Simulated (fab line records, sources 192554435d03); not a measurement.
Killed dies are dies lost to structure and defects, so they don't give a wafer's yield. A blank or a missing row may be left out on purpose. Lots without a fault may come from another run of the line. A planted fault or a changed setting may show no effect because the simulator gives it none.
Chamber matching | flow n5_finfet | N5_BEOL_M15_ILD_DEP_00 on pecvd-01: 3 sister chambers
The step deposits SiO2 from TEOS/O2, target thk 1629.3 nm, time 346.1 s. 3 wafers are shown with their chamber, then 10 later ones without.

WAFERS WITH THEIR CHAMBER
wafer  | chamber | throttle_valve_pct (%)
L081.1 | 0       | 18.5
L084.1 | 2       | 16.8
L084.3 | 1       | 18.4

WAFERS WITHOUT THEIR CHAMBER
wafer  | throttle_valve_pct (%)
L084.4 | 16.8
L085.1 | 18.2
L085.4 | 17.1
L085.6 | 18.6
L087.1 | 18.3
L087.4 | 18.5
L087.5 | 18.2
L095.1 | 17.0
L095.3 | 18.5
L095.4 | 18.3

WHICH CHAMBER EACH WENT THROUGH
wafer  | from the rows above     | in truth
L084.4 | 2                       | 2
L085.1 | can't be placed: 1 or 0 | 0
L085.4 | 2                       | 2
L085.6 | can't be placed: 0 or 1 | 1
L087.1 | can't be placed: 1 or 0 | 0
L087.4 | can't be placed: 0 or 1 | 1
L087.5 | can't be placed: 1 or 0 | 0
L095.1 | 2                       | 2
L095.3 | can't be placed: 0 or 1 | 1
L095.4 | can't be placed: 1 or 0 | 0
Placed correctly: 3 of 10. Can't be placed from these rows: 7 (the true chamber is among the candidates in 7). Placed wrongly: 0.
How it was worked out, from the rows above alone: a wafer's distance from a chamber is the root of the sum, over the readings, of the square of ((its reading less the chamber's mean) divided by the reading's scatter). The wafer belongs to the nearest chamber; if the next one is less than 2 further off, it can't be placed. A chamber's mean is the mean of its shown wafers. The scatter: with one shown wafer a chamber, the root of the mean of the squares of how far each hidden wafer lies from its nearest shown one.
